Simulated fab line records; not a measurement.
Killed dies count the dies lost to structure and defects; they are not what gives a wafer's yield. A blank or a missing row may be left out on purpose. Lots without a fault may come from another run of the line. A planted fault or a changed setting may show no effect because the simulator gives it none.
fab line records	flow n5-finfet	part 1 of 2: steps 1 to 4 of 6
[record] lots = 23	wafers = 69	last-day = 18
route steps=1938 shown BEOL_M7@1278 BEOL_M8@1348
lots with no fault: from the same line, run without faults
start-h: start of the lot's first displayed wafer, in hours after the record's first day	wait-h: time in hours since the lot's previous step	" the same as in the row above	L1.1+2: one row covering several wafers at once	- no value, or no start given	* or withheld: withheld	< > ~ a bound
route shown NAME@n: NAME is a module with steps in the file, n the number in the route of the first one	usual: average and standard deviation across the fault-free wafers	same: alike in all rows	chamber/n: place in a boat	sites: per-site readings	_std_site: standard deviation across them	_edge_site: the outer-site mean with the inner-site mean subtracted	radius-mm: for every site, how far away it sits from the centre of the wafer	mask NAME#n: copy n	behind: the last tool/chamber to shape the wafer	hold: the reason the lot was held/the length of the hold in hours/how it ended	device: transistor that didn't switch, given as n, p or np	end of line: the tests these same wafers got at the end of their route	where a step has no rows: the recipe by itself	killed: dies lost to structure and defects at the first sort, not the wafer's yield	map: the dies of a wafer, with x for killed, . for not killed, _ for no die there
set.NAME: the setting as run; set.NAME@STEP: as run at that earlier step	model.NAME: the simulator's own value behind a step, which no gauge read
the route's steps for a sample of lots (tables are steps, rows are wafers)
services: from which hour (start-h, from the record's first day; less than 0 if before it) a tool's chamber was out of use, for how many hours, and why
[[steps]]
[step N5_BEOL_M7_INSPECT_13]
[recipe] mode = adi	inspect-instrument = brightfield
[usual] raw-defect-count = 423/89
lot.wafer	tool	chamber	start-h	wait-h	raw-defect-count
L074.3	defect-inspect-02	-	183.00	0.0	441
L074.5	"	-	"	"	520
L074.6	"	-	"	"	375
L076.1	defect-inspect-02	-	195.34	0.0	504
L076.4	"	-	"	"	424
L076.6	"	-	"	"	420
L075.2	defect-inspect-02	-	198.04	0.0	356
L075.5	"	-	"	"	390
L075.6	"	-	"	"	389
L077.2	defect-inspect-02	-	200.73	0.0	341
L077.3	"	-	"	"	337
L077.4	"	-	"	"	295
L078.3	defect-inspect-01	-	211.04	0.0	410
L078.4	"	-	"	"	364
L078.6	"	-	"	"	451
L079.1	defect-inspect-01	-	219.35	0.0	402
L079.4	"	-	"	"	523
L079.6	"	-	"	"	535
L081.2	defect-inspect-01	-	224.16	0.0	671
L081.4	"	-	"	"	544
L081.6	"	-	"	"	456
L080.1	defect-inspect-02	-	228.46	0.0	442
L080.2	"	-	"	"	370
L080.3	"	-	"	"	403
L082.2	defect-inspect-01	-	235.42	0.0	343
L082.3	"	-	"	"	450
L082.6	"	-	"	"	422
L083.1	defect-inspect-01	-	246.07	0.0	366
L083.3	"	-	"	"	360
L083.6	"	-	"	"	427
L084.1	defect-inspect-01	-	246.60	0.0	550
L084.2	"	-	"	"	708
L084.5	"	-	"	"	518
L086.2	defect-inspect-02	-	261.84	0.0	326
L086.4	"	-	"	"	419
L086.6	"	-	"	"	393
L088.1	defect-inspect-02	-	266.66	0.0	399
L088.2	"	-	"	"	514
L088.3	"	-	"	"	374
L085.4	defect-inspect-01	-	266.76	0.0	526
L085.5	"	-	"	"	466
L085.6	"	-	"	"	381
L087.1	defect-inspect-02	-	272.60	0.0	301
L087.2	"	-	"	"	477
L087.3	"	-	"	"	422
L089.1	defect-inspect-02	-	276.65	0.0	482
L089.3	"	-	"	"	570
L089.4	"	-	"	"	582
L091.3	defect-inspect-01	-	293.62	0.0	406
L091.4	"	-	"	"	479
L091.6	"	-	"	"	419
L093.1	defect-inspect-02	-	303.61	0.0	258
L093.4	"	-	"	"	200
L093.6	"	-	"	"	401
L092.2	defect-inspect-02	-	314.13	0.0	255
L092.4	"	-	"	"	331
L092.6	"	-	"	"	294
L094.1	defect-inspect-02	-	323.18	0.0	600
L094.2	"	-	"	"	466
L094.3	"	-	"	"	461
L095.3	defect-inspect-02	-	324.61	0.0	623
L095.5	"	-	"	"	344
L095.6	"	-	"	"	494
L096.2	defect-inspect-02	-	326.72	0.0	437
L096.3	"	-	"	"	371
L096.5	"	-	"	"	281
L097.2	defect-inspect-01	-	334.13	0.0	553
L097.4	"	-	"	"	368
L097.5	"	-	"	"	418
[step N5_BEOL_M7_STRIP_36]
[recipe] chemistry = N2/H2	power-w = 450	temp-c = 40	pressure-mtorr = 20	rf-frequency-hz = 6e+07	overash-fraction = 0.3	bias-power-w = 7	h2-frac = 0.5	n2-flow-sccm = 200	h2-flow-sccm = 200
[usual] drypump-motor-current-A = 6.0/0.46	oes-product-au = 0.76/0.084	rf-vpp-V = 58.9/1.6	showerhead-plenum-p-Torr = 2.52/0.11	throttle-valve-pct = 23.8/0.35
lot.wafer	tool	chamber	start-h	wait-h	drypump-motor-current-A	oes-product-au	rf-hours-counter-h	rf-vpp-V	showerhead-plenum-p-Torr	throttle-valve-pct
L074.3	rie-diel-06	1	185.17	0.0	6.5	0.87	35	60.8	2.71	23.6
L074.5	"	2	"	"	5.6	0.70	-	60.2	2.47	24.0
L074.6	"	1	"	"	6.5	0.88	-	60.9	2.71	23.6
L076.1	rie-diel-03	0	197.34	0.0	5.8	0.76	161	61.4	2.64	24.1
L076.4	"	1	"	"	6.8	0.69	202	62.2	2.41	23.8
L076.6	"	0	"	"	5.8	0.76	-	61.0	2.64	24.1
L075.2	rie-diel-03	2	199.72	0.0	6.2	0.69	207	58.8	2.62	23.5
L075.5	"	3	"	"	5.8	0.79	-	55.4	2.46	23.5
L075.6	"	0	"	"	5.8	0.77	-	61.0	2.64	24.1
L077.2	rie-diel-06	3	203.58	0.0	5.9	0.78	132	61.1	2.34	23.5
L077.3	"	0	"	"	6.5	0.75	190	56.2	2.43	23.3
L077.4	"	0	"	"	6.5	0.73	-	59.1	2.43	23.3
L078.3	rie-diel-03	1	212.23	0.0	6.8	0.68	208	58.7	2.40	23.8
L078.4	"	3	"	"	5.8	0.78	122	61.1	2.46	23.4
L078.6	"	3	"	"	5.8	0.78	-	60.3	2.46	23.5
L079.1	rie-diel-06	1	223.19	0.0	6.5	0.88	47	59.7	2.70	23.7
L079.4	"	1	"	"	6.5	0.86	-	60.7	2.70	23.7
L079.6	"	0	"	"	6.5	0.74	-	59.0	2.43	23.3
L081.2	rie-diel-06	1	225.41	0.0	6.5	0.87	48	58.7	2.70	23.6
L081.4	"	2	"	"	5.6	1.00	1	58.8	2.47	23.7
L081.6	"	3	"	"	5.8	0.75	-	57.5	2.34	23.5
L080.1	rie-diel-03	0	231.33	0.0	5.7	0.75	172	61.1	2.64	24.1
L080.2	"	1	"	"	6.8	0.68	214	57.3	2.40	23.8
L080.3	"	3	"	"	5.9	0.77	128	55.9	2.46	23.4
L082.2	rie-diel-06	0	238.31	0.0	6.5	0.73	202	57.8	2.42	23.3
L082.3	"	1	"	"	6.5	0.86	51	60.4	2.70	23.6
L082.6	"	0	"	"	6.5	0.73	-	57.1	2.42	23.4
L083.1	rie-diel-01	0	247.36	0.0	5.5	0.68	244	57.1	2.51	24.0
L083.3	"	2	"	"	5.4	0.70	207	60.9	2.63	23.8
L083.6	"	3	"	"	5.4	0.77	-	56.5	2.57	24.6
L084.1	rie-diel-01	2	250.06	0.0	5.4	0.70	208	59.9	2.63	23.8
L084.2	"	1	"	"	5.5	0.89	19	60.2	2.57	23.4
L084.5	"	2	"	"	5.4	0.72	-	57.4	2.63	23.8
L086.2	rie-diel-06	1	263.18	0.0	6.5	0.86	58	58.8	2.70	23.6
L086.4	"	0	"	"	6.6	0.73	209	58.6	2.42	23.3
L086.6	"	1	"	"	6.5	0.85	-	58.3	2.70	23.6
L085.4	rie-diel-06	2	269.45	0.0	5.7	0.96	11	57.6	2.47	23.8
L085.5	"	3	"	"	5.8	0.74	-	57.2	2.34	23.5
L085.6	"	2	"	"	5.6	0.97	-	58.8	2.47	23.8
L088.1	rie-diel-01	1	269.46	0.0	5.5	0.91	24	58.2	2.57	23.4
L088.2	"	2	"	"	5.5	0.71	213	57.7	2.63	23.8
L088.3	"	3	"	"	5.4	0.75	163	56.5	2.57	24.6
L087.1	rie-diel-01	2	273.97	0.0	5.5	0.70	215	59.7	2.62	23.8
L087.2	"	1	"	"	5.5	0.89	26	61.9	2.57	23.4
L087.3	"	3	"	"	5.4	0.75	164	58.1	2.57	24.6
L089.1	rie-diel-03	2	278.16	0.0	6.2	0.68	232	57.8	2.61	23.5
L089.3	"	0	"	"	5.8	0.73	185	58.3	2.63	24.2
L089.4	"	3	"	"	5.8	0.75	142	58.2	2.46	23.5
L091.3	rie-diel-03	1	295.91	0.0	6.8	0.66	232	56.5	2.39	23.8
L091.4	"	3	"	"	5.9	0.76	147	60.9	2.45	23.5
L091.6	"	0	"	"	5.8	0.74	-	58.3	2.63	24.2
L093.1	rie-diel-01	1	305.75	0.0	5.5	0.88	37	58.4	2.56	23.4
L093.4	"	1	"	"	5.5	0.88	-	57.7	2.56	23.5
L093.6	"	2	"	"	5.4	0.69	-	59.7	2.62	23.9
L092.2	rie-diel-06	3	316.86	0.0	5.9	0.74	167	56.8	2.33	23.6
L092.4	"	0	"	"	6.5	0.71	226	56.8	2.41	23.4
L092.6	"	0	"	"	6.5	0.72	-	60.0	2.41	23.4
L094.1	rie-diel-03	0	325.77	0.0	5.7	0.71	199	60.7	2.62	24.2
L094.2	"	3	"	"	5.9	0.75	154	60.1	2.45	23.5
L094.3	"	2	"	"	6.2	0.67	243	58.3	2.60	23.5
L095.3	rie-diel-01	1	326.12	0.0	5.5	0.87	42	59.8	2.56	23.5
L095.5	"	3	"	"	5.4	0.74	-	57.8	2.56	24.6
L095.6	"	0	"	"	5.5	0.97	-	58.3	2.51	23.7
L096.2	rie-diel-03	1	329.69	0.0	6.8	0.67	241	56.4	2.39	23.9
L096.3	"	2	"	"	6.2	0.66	244	60.8	2.60	23.6
L096.5	"	0	"	"	5.8	0.72	-	57.7	2.62	24.2
L097.2	rie-diel-03	3	337.68	0.0	5.8	0.75	158	56.6	2.45	23.5
L097.4	"	1	"	"	6.8	0.66	243	58.5	2.39	23.9
L097.5	"	1	"	"	6.8	0.65	-	62.7	2.39	23.9
[step N5_BEOL_M8_DESCUM_16]
[recipe] chemistry = O2	time-s = 7.9	source-power-w = 50	bias-power-w = 20	pressure-mtorr = 20	rf-frequency-hz = 2.712e+07	temp-c = 40	resist = CAR-ArF	o2-flow-sccm = 225
[usual] drypump-motor-current-A = 5.7/0.4	oes-product-au = 0.81/0.1	rf-vpp-V = 242.9/1.7	showerhead-plenum-p-Torr = 2.08/0.096	throttle-valve-pct = 20.28/0.2
lot.wafer	tool	chamber	start-h	wait-h	drypump-motor-current-A	oes-product-au	rf-hours-counter-h	rf-vpp-V	showerhead-plenum-p-Torr	throttle-valve-pct
L074.3	rie-diel-04	2	192.24	0.3	5.3	0.67	246	242.7	2.04	20.53
L074.5	"	2	"	"	5.3	0.68	-	243.2	2.04	20.54
L074.6	"	0	"	"	5.6	0.88	-	245.4	2.23	20.46
L076.1	rie-diel-05	2	201.80	0.0	5.4	0.74	180	240.8	1.90	20.25
L076.4	"	0	"	"	5.1	0.95	-	243.2	2.14	19.83
L076.6	"	2	"	"	5.4	0.74	-	239.1	1.90	20.27
L075.2	rie-diel-04	2	204.57	0.2	5.3	0.67	252	242.6	2.04	20.54
L075.5	"	3	"	"	6.0	0.92	-	243.1	2.04	19.97
L075.6	"	2	"	"	5.3	0.66	-	244.3	2.04	20.54
L077.2	rie-diel-05	1	210.98	0.0	6.1	0.75	168	243.2	2.16	20.49
L077.3	"	0	"	"	5.1	0.93	20	244.1	2.14	19.84
L077.4	"	1	"	"	6.2	0.75	-	244.5	2.16	20.48
L078.3	rie-diel-02	3	219.06	0.0	6.5	0.68	224	243.4	2.07	20.26
L078.4	"	1	"	"	5.9	0.90	-	243.9	2.17	20.33
L078.6	"	0	"	"	6.1	0.68	-	241.6	2.00	20.43
L079.1	rie-diel-05	2	228.15	0.0	5.5	0.73	191	240.9	1.90	20.27
L079.4	"	1	"	"	6.2	0.74	176	244.7	2.16	20.48
L079.6	"	1	"	"	6.1	0.74	-	244.5	2.16	20.49
L081.2	rie-diel-04	2	230.98	0.0	5.3	0.66	263	242.0	2.03	20.57
L081.4	"	3	"	"	6.1	0.90	-	242.0	2.04	20.00
L081.6	"	0	"	"	5.6	0.84	-	246.4	2.22	20.50
L080.1	rie-diel-02	0	236.81	1.0	6.1	0.66	237	240.1	2.00	20.43
L080.2	"	3	"	"	6.6	0.67	228	243.6	2.07	20.26
L080.3	"	1	"	"	5.9	0.89	34	245.0	2.17	20.33
L082.2	rie-diel-02	0	246.13	0.0	6.1	0.66	240	240.9	1.99	20.43
L082.3	"	3	"	"	6.6	0.68	232	243.2	2.07	20.28
L082.6	"	0	"	"	6.1	0.65	-	239.3	1.99	20.43
L083.1	rie-diel-02	2	256.34	0.0	5.6	0.93	9	241.5	2.04	20.15
L083.3	"	0	"	"	6.1	0.66	242	239.8	1.99	20.44
L083.6	"	3	"	"	6.5	0.68	-	242.1	2.07	20.26
L084.1	rie-diel-04	1	258.71	0.0	5.4	0.67	230	244.5	2.17	20.34
L084.2	"	3	"	"	6.1	0.89	45	242.9	2.03	20.01
L084.5	"	1	"	"	5.4	0.68	-	243.9	2.17	20.33
L086.2	rie-diel-02	2	270.03	0.1	5.6	0.92	14	242.5	2.04	20.15
L086.4	"	1	"	"	5.9	0.87	44	242.7	2.17	20.36
L086.6	"	2	"	"	5.6	0.92	-	241.6	2.04	20.15
L085.4	rie-diel-05	2	274.15	0.0	5.4	0.72	206	239.5	1.89	20.30
L085.5	"	3	"	"	5.5	0.86	-	243.0	2.01	20.32
L085.6	"	2	"	"	5.4	0.72	-	239.2	1.89	20.31
L088.1	rie-diel-04	3	274.40	0.0	6.1	0.87	51	241.6	2.03	20.02
L088.2	"	1	"	"	5.4	0.68	237	243.1	2.17	20.34
L088.3	"	0	"	"	5.6	0.82	90	244.8	2.21	20.53
L087.1	rie-diel-05	3	279.52	0.0	5.6	0.87	51	241.7	2.01	20.32
L087.2	"	2	"	"	5.4	0.73	208	240.4	1.89	20.32
L087.3	"	1	"	"	6.1	0.74	193	242.3	2.15	20.52
L089.1	rie-diel-02	1	286.18	0.0	5.9	0.86	51	244.9	2.16	20.37
L089.3	"	3	"	"	6.5	0.66	246	242.5	2.06	20.27
L089.4	"	1	"	"	5.9	0.85	-	242.9	2.16	20.35
L091.3	rie-diel-02	1	300.89	0.3	5.9	0.84	59	245.2	2.16	20.38
L091.4	"	2	"	"	5.6	0.88	-	241.4	2.03	20.16
L091.6	"	0	"	"	6.1	0.95	-	245.1	2.25	20.06
L093.1	rie-diel-02	0	313.70	0.0	6.1	0.93	13	244.6	2.25	20.07
L093.4	"	3	"	"	6.5	1.02	0	242.0	2.06	19.94
L093.6	"	1	"	"	5.9	0.83	-	244.1	2.16	20.39
L092.2	rie-diel-05	0	323.55	0.0	5.1	0.86	53	243.9	2.13	19.88
L092.4	"	2	"	"	5.5	0.72	217	242.2	1.89	20.34
L092.6	"	2	"	"	5.4	0.72	-	240.5	1.89	20.31
L094.1	rie-diel-04	1	332.21	0.3	5.5	0.95	4	244.6	2.16	20.04
L094.2	"	0	"	"	5.6	0.80	115	246.4	2.20	20.55
L094.3	"	2	"	"	5.3	0.89	33	242.4	2.02	20.18
L095.3	rie-diel-05	0	334.01	0.2	5.1	0.86	57	243.1	2.13	19.92
L095.5	"	1	"	"	6.1	0.72	-	243.5	2.15	20.53
L095.6	"	2	"	"	5.4	0.72	-	239.7	1.89	20.33
L096.2	rie-diel-04	2	334.78	0.5	5.3	0.88	35	240.9	2.02	20.20
L096.3	"	1	"	"	5.5	0.93	6	245.1	2.16	20.05
L096.5	"	2	"	"	5.3	0.88	-	241.2	2.02	20.19
L097.2	rie-diel-05	3	343.32	0.1	5.5	0.84	67	242.1	2.00	20.34
L097.4	"	2	"	"	5.5	0.71	224	241.2	1.89	20.34
L097.5	"	2	"	"	5.4	0.71	-	240.4	1.89	20.33
[step N5_BEOL_M8_STRIP_67]
[recipe] chemistry = CF4	resist = SiARC	power-w = 300	bias-power-w = 75	pressure-mtorr = 50	cf4-flow-sccm = 150	rf-frequency-hz = 6e+07
[usual] drypump-motor-current-A = 5.7/0.4	oes-product-au = 0.81/0.097	rf-vpp-V = 271.0/1.8	showerhead-plenum-p-Torr = 1.79/0.075	throttle-valve-pct = 13.45/0.27
lot.wafer	tool	chamber	start-h	wait-h	drypump-motor-current-A	oes-product-au	rf-hours-counter-h	rf-vpp-V	showerhead-plenum-p-Torr	throttle-valve-pct
L074.3	rie-diel-04	2	192.48	0.0	5.3	0.68	246	270.8	1.77	13.90
L074.5	"	2	"	"	5.3	0.68	-	270.5	1.77	13.92
L074.6	"	0	"	"	5.6	0.85	-	272.9	1.92	13.62
L076.1	rie-diel-05	2	202.04	0.0	5.5	0.73	180	267.9	1.65	13.58
L076.4	"	0	"	"	5.1	0.92	-	272.7	1.83	13.07
L076.6	"	2	"	"	5.5	0.73	-	269.2	1.65	13.58
L075.2	rie-diel-04	2	204.81	0.0	5.3	0.68	252	270.8	1.77	13.93
L075.5	"	3	"	"	6.1	0.91	-	270.0	1.77	13.14
L075.6	"	2	"	"	5.3	0.68	-	272.2	1.77	13.92
L077.2	rie-diel-05	1	211.21	0.0	6.1	0.76	169	272.5	1.87	13.75
L077.3	"	0	"	"	5.1	0.90	20	271.6	1.83	13.08
L077.4	"	1	"	"	6.2	0.75	-	273.2	1.87	13.78
L078.3	rie-diel-02	3	219.30	0.0	6.5	0.69	224	269.0	1.75	13.33
L078.4	"	1	"	"	5.9	0.90	-	270.3	1.82	13.09
L078.6	"	0	"	"	6.1	0.68	-	269.0	1.70	13.52
L079.1	rie-diel-05	2	228.39	0.0	5.5	0.73	191	268.3	1.65	13.60
L079.4	"	1	"	"	6.1	0.75	176	273.7	1.87	13.80
L079.6	"	1	"	"	6.1	0.74	-	273.6	1.87	13.81
L081.2	rie-diel-04	2	231.22	0.0	5.3	0.67	264	271.0	1.76	13.93
L081.4	"	3	"	"	6.0	0.89	-	268.7	1.76	13.16
L081.6	"	0	"	"	5.6	0.82	-	273.8	1.91	13.66
L080.1	rie-diel-02	0	237.05	0.0	6.1	0.68	237	269.9	1.70	13.55
L080.2	"	3	"	"	6.5	0.69	229	269.1	1.74	13.36
L080.3	"	1	"	"	5.9	0.88	34	270.9	1.82	13.11
L082.2	rie-diel-02	0	246.37	0.0	6.1	0.67	240	269.2	1.69	13.56
L082.3	"	3	"	"	6.5	0.68	232	271.5	1.74	13.35
L082.6	"	0	"	"	6.1	0.67	-	269.9	1.70	13.54
L083.1	rie-diel-02	2	256.58	0.0	5.6	0.94	9	270.5	1.77	13.36
L083.3	"	0	"	"	6.1	0.68	242	270.3	1.69	13.54
L083.6	"	3	"	"	6.5	0.69	-	270.4	1.74	13.37
L084.1	rie-diel-04	1	258.94	0.0	5.4	0.69	230	272.8	1.84	13.48
L084.2	"	3	"	"	6.0	0.88	45	269.2	1.76	13.19
L084.5	"	1	"	"	5.5	0.69	-	272.4	1.84	13.49
L086.2	rie-diel-02	2	270.27	0.0	5.6	0.92	15	270.1	1.77	13.37
L086.4	"	1	"	"	5.9	0.87	44	270.2	1.81	13.15
L086.6	"	2	"	"	5.6	0.92	-	270.3	1.77	13.38
L085.4	rie-diel-05	2	274.39	0.0	5.5	0.71	206	267.1	1.65	13.66
L085.5	"	3	"	"	5.6	0.87	-	269.6	1.76	13.67
L085.6	"	2	"	"	5.5	0.71	-	266.7	1.65	13.64
L088.1	rie-diel-04	3	274.64	0.0	6.1	0.86	51	268.8	1.76	13.23
L088.2	"	1	"	"	5.4	0.69	237	270.9	1.83	13.49
L088.3	"	0	"	"	5.5	0.81	90	273.3	1.91	13.71
L087.1	rie-diel-05	3	279.75	0.0	5.5	0.86	51	269.9	1.76	13.65
L087.2	"	2	"	"	5.5	0.70	208	268.8	1.65	13.65
L087.3	"	1	"	"	6.1	0.73	193	273.3	1.87	13.84
L089.1	rie-diel-02	1	286.42	0.0	5.9	0.87	51	271.0	1.81	13.17
L089.3	"	3	"	"	6.6	0.67	246	270.2	1.74	13.40
L089.4	"	1	"	"	5.9	0.86	-	271.9	1.81	13.15
L091.3	rie-diel-02	1	301.13	0.0	5.9	0.85	59	270.8	1.81	13.17
L091.4	"	2	"	"	5.6	0.89	-	269.7	1.77	13.43
L091.6	"	0	"	"	6.1	0.94	-	274.2	1.90	13.01
L093.1	rie-diel-02	0	313.94	0.0	6.2	0.92	13	273.5	1.90	13.03
L093.4	"	3	"	"	6.5	1.00	0	270.7	1.74	12.83
L093.6	"	1	"	"	5.9	0.84	-	271.6	1.81	13.19
L092.2	rie-diel-05	0	323.79	0.0	5.1	0.85	53	271.0	1.82	13.15
L092.4	"	2	"	"	5.4	0.70	217	267.5	1.64	13.68
L092.6	"	2	"	"	5.4	0.70	-	267.4	1.64	13.66
L094.1	rie-diel-04	1	332.45	0.0	5.5	0.95	4	272.1	1.83	12.96
L094.2	"	0	"	"	5.6	0.78	115	272.3	1.90	13.75
L094.3	"	2	"	"	5.3	0.92	34	270.4	1.75	13.41
L095.3	rie-diel-05	0	334.25	0.0	5.1	0.84	57	272.4	1.82	13.18
L095.5	"	1	"	"	6.1	0.73	-	271.3	1.86	13.87
L095.6	"	2	"	"	5.5	0.70	-	266.5	1.64	13.69
L096.2	rie-diel-04	2	335.02	0.0	5.3	0.91	35	270.0	1.75	13.42
L096.3	"	1	"	"	5.4	0.95	6	272.8	1.83	12.99
L096.5	"	2	"	"	5.3	0.90	-	272.3	1.75	13.42
L097.2	rie-diel-05	3	343.56	0.0	5.6	0.84	67	269.8	1.75	13.70
L097.4	"	2	"	"	5.5	0.70	224	267.4	1.64	13.69
L097.5	"	2	"	"	5.5	0.70	-	268.0	1.64	13.69
